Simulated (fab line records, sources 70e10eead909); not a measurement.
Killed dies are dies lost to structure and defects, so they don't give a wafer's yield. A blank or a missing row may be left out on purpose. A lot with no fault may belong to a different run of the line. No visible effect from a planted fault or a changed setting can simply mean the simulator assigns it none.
Which tool is to blame? | flow nand_harc | 12 lots with 36 wafers sampled at 2 steps, on a route of 1159 steps

WHAT THE GAUGES READ, wafer by wafer
NHARC_P_ZERO_WELL_INSPECT_43.
lot  | measured    | on                | raw_defect_count
L075 | day 2 01:26 | defect_inspect-01 | 15 14 8
L077 | day 2 13:30 | defect_inspect-01 | 19 10 13
L079 | day 3 01:42 | defect_inspect-01 | 14 27 20
L081 | day 3 13:34 | defect_inspect-01 | 10 20 11
L083 | day 4 01:36 | defect_inspect-01 | 20 15 18
L085 | day 4 13:41 | defect_inspect-01 | 14 21 13
L087 | day 5 01:28 | defect_inspect-01 | 19 19 8
L089 | day 5 13:33 | defect_inspect-02 | 5 15 12
L091 | day 6 01:40 | defect_inspect-01 | 10 11 15
L093 | day 6 13:32 | defect_inspect-01 | 6 14 16
L095 | day 7 01:40 | defect_inspect-02 | 10 12 5
L097 | day 7 13:19 | defect_inspect-01 | 14 18 19

TOOL THAT RAN EACH LOT (tool first, then ch and the chambers of the sampled wafers, then the start)
lot  | NHARC_P_ZERO_WELL_RTA_42
L075 | rtp_anneal-01 ch 0, day 2 00:58
L077 | rtp_anneal-01 ch 0, day 2 12:49
L079 | rtp_anneal-02 ch 0, day 3 01:00
L081 | rtp_anneal-02 ch 0, day 3 12:53
L083 | rtp_anneal-02 ch 0, day 4 00:56
L085 | rtp_anneal-02 ch 0, day 4 13:06
L087 | rtp_anneal-02 ch 0, day 5 00:46
L089 | rtp_anneal-01 ch 0, day 5 12:59
L091 | rtp_anneal-02 ch 0, day 6 01:12
L093 | rtp_anneal-02 ch 0, day 6 12:52
L095 | rtp_anneal-01 ch 0, day 7 01:13
L097 | rtp_anneal-02 ch 0, day 7 12:51
- NHARC_P_ZERO_WELL_RTA_42: time 300 s.

THE ANSWER, worked out from the rows above alone
Rule: the usual values come from the lots themselves. Put in order of their means at a reading, lots are off if they are a third of the lots or fewer, leave a main group of 4 or more, and stand apart from it by a gap of 3 or more times the standard deviation of the main group's means; of several such gaps the widest counts. Not used: any main group whose means are identical at the precision the tables above print for the reading. Also off: a lot with no number at a reading for which 4 or more lots have one. Where the step has rows for the other lots, those lots are counted as sound.
No lot is off at any reading shown: from this, nothing can be told.

WHAT WAS PUT IN BY THE SIMULATOR
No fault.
